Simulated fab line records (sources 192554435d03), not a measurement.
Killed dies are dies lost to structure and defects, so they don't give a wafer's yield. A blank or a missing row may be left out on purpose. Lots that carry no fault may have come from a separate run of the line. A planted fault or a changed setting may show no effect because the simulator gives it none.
Matching of chambers + flow n5_finfet + N5_BEOL_M0_SAQP_SPACER2_ETCHBACK_27 on rie_diel-05: 4 sister chambers
The step etches SiO2 in CHF3/O2, target depth 22.5 nm, time 11.25 s. 8 wafers are shown with their chamber, then 7 later ones without.

== WAFERS, EACH WITH ITS CHAMBER ==
| wafer  | chamber | drypump_motor_current_A (A) | showerhead_plenum_p_Torr (Torr) |
|--------|---------|-----------------------------|---------------------------------|
| L076.3 | 3       | 5.6                         | 2.52                            |
| L076.4 | 0       | 6.1                         | 2.28                            |
| L077.1 | 0       | 6.2                         | 2.28                            |
| L080.1 | 1       | 5.7                         | 2.44                            |
| L080.2 | 2       | 5.0                         | 2.50                            |
| L080.4 | 3       | 5.6                         | 2.51                            |
| L088.1 | 2       | 5.0                         | 2.50                            |
| L088.2 | 1       | 5.7                         | 2.43                            |

== WAFERS WITHOUT THEIR CHAMBER ==
| wafer  | drypump_motor_current_A (A) | showerhead_plenum_p_Torr (Torr) |
|--------|-----------------------------|---------------------------------|
| L088.5 | 5.7                         | 2.43                            |
| L091.2 | 5.0                         | 2.50                            |
| L091.3 | 6.1                         | 2.27                            |
| L091.4 | 5.6                         | 2.51                            |
| L097.1 | 6.2                         | 2.27                            |
| L097.4 | 5.0                         | 2.49                            |
| L097.5 | 5.6                         | 2.50                            |

== WHICH CHAMBER EACH ONE RAN IN ==
| wafer  | from the rows above | in truth |
|--------|---------------------|----------|
| L088.5 | 1                   | 1        |
| L091.2 | 2                   | 2        |
| L091.3 | 0                   | 0        |
| L091.4 | 3                   | 3        |
| L097.1 | 0                   | 0        |
| L097.4 | 2                   | 2        |
| L097.5 | 3                   | 3        |
Correctly placed: 7 of 7. Number that these rows cannot place: 0. Placed wrongly: 0.
How it was worked out, from the rows above alone: a wafer's distance from a chamber is the root of the sum, over the readings, of the square of ((its reading less the chamber's mean) divided by the reading's scatter). If the next closest chamber is less than 2 further off than the closest, the wafer can't be placed; otherwise it belongs to the closest. Each chamber's mean is taken over the wafers shown for it. How the scatter is found: for the shown wafers, subtract from each reading the mean of its chamber, square and add these, divide the total by (wafers less chambers), then take the root.
